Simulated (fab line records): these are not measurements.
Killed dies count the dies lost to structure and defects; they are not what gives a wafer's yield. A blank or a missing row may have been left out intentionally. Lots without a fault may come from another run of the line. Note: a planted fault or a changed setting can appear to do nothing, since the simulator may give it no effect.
Split-lot experiment	flow n5 finfet	on a route of 1938 steps: 7 lots, 21 wafers read

ON THE SPLIT
At N5_BEOL_M13_ETCH_68 (etches SOC in N2/H2, time 355 s), the setting time s was moved away from the recipe's 355 s on 7 of the 21 wafers read, by -10.7% to +15.9%. All remaining wafers had this setting at the recipe value.

The reading comes from the split's own step.

THE READING
SiARC_of_BEOL_M13_COAT_66.thk nm (the simulator's own value, which no gauge read), in nm, at N5_BEOL_M13_ETCH_68 (etches SOC in N2/H2, time 355 s). The file gives no usual value for it. The 14 wafers here that ran the recipe average 77.1 nm, standard deviation 0.37 nm.

wafer	tool, chamber at the split	time s as run, s	against the recipe	SiARC_of_BEOL_M13_COAT_66.thk nm, nm	against lot-mates on the recipe
L081.2	rie diel-03, 1	411.5	+15.9%	70.6	-5.6
L081.4	rie diel-03, 1	355	recipe	76.2	-
L081.5	rie diel-03, 2	411.5	+15.9%	71	-5.2
L082.1	rie diel-01, 2	319.7	-9.9%	80.2	+3.2
L082.4	rie diel-01, 2	355	recipe	76.8	-
L082.5	rie diel-01, 1	355	recipe	77.2	-
L084.3	rie diel-04, 2	355	recipe	77	-
L084.5	rie diel-04, 3	389.6	+9.7%	74	-2.9
L084.6	rie diel-04, 2	355	recipe	76.8	-
L088.1	rie diel-04, 1	355	recipe	77	-
L088.2	rie diel-04, 3	317.1	-10.7%	81.4	+4.4
L088.5	rie diel-04, 1	317.1	-10.7%	80.6	+3.6
L090.1	rie diel-01, 2	355	recipe	77	-
L090.2	rie diel-01, 0	355	recipe	77.4	-
L090.6	rie diel-01, 0	355	recipe	77.2	-
L096.1	rie diel-01, 3	355	recipe	77.4	-
L096.2	rie diel-01, 2	355	recipe	77	-
L096.5	rie diel-01, 0	381.1	+7.4%	75.2	-2.0
L097.3	rie diel-01, 1,0,1	355	recipe	77.6	-
L097.4	rie diel-01, 1,0,1	355	recipe	77.6	-
L097.6	rie diel-01, 1,0,1	355	recipe	77.6	-
Rows listing several chambers each stand for several wafers; the file does not say which wafer went through which chamber.

THE FIT
A straight line over all 21 wafers: SiARC_of_BEOL_M13_COAT_66.thk nm changes by -0.365 nm for each +1% of time s; r = -0.98; the points scatter about the line by 0.46 nm.
The same after taking each lot's own level away (the mean of its wafers on the recipe; 21 wafers): -0.339 nm for each +1%; r = -0.99; scatter 0.26 nm.
The reading moves by 5.4 nm for the largest change in time s, on that fit.
The span of the lots' own levels, 76.20 to 77.60 nm, comes to 3.7 times the standard deviation stated above.
So the lot-to-lot level changes the slope little: the two slopes agree.
Check: -5.22 nm against its lot-mates is what the line predicts for one of the wafers moved furthest among these (+15.9%) when that wafer is left out of the fit. Against them it came out at -5.6 nm.

FURTHER SPLITS ON THESE WAFERS
Other splits were also applied to these wafers ahead of the reading. Each is held against what the fit with the lots' levels taken away leaves over:
other split on the same wafers	wafers away from the commonest value	r with SiARC_of_BEOL_M13_COAT_66.thk nm (lot level and that fit taken away)
N5_BEOL_M10_COAT_63 spin rpm	5	+0.22
N5_BEOL_M11_ETCH_66 time s	8	-0.06
N5_BEOL_M13_COAT_22 spin rpm	7	-0.01

THE FILE'S OWN FIT
SiARC_of_BEOL_M13_COAT_66.thk nm changes by -0.331 nm for each +1% of time s, r = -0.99.
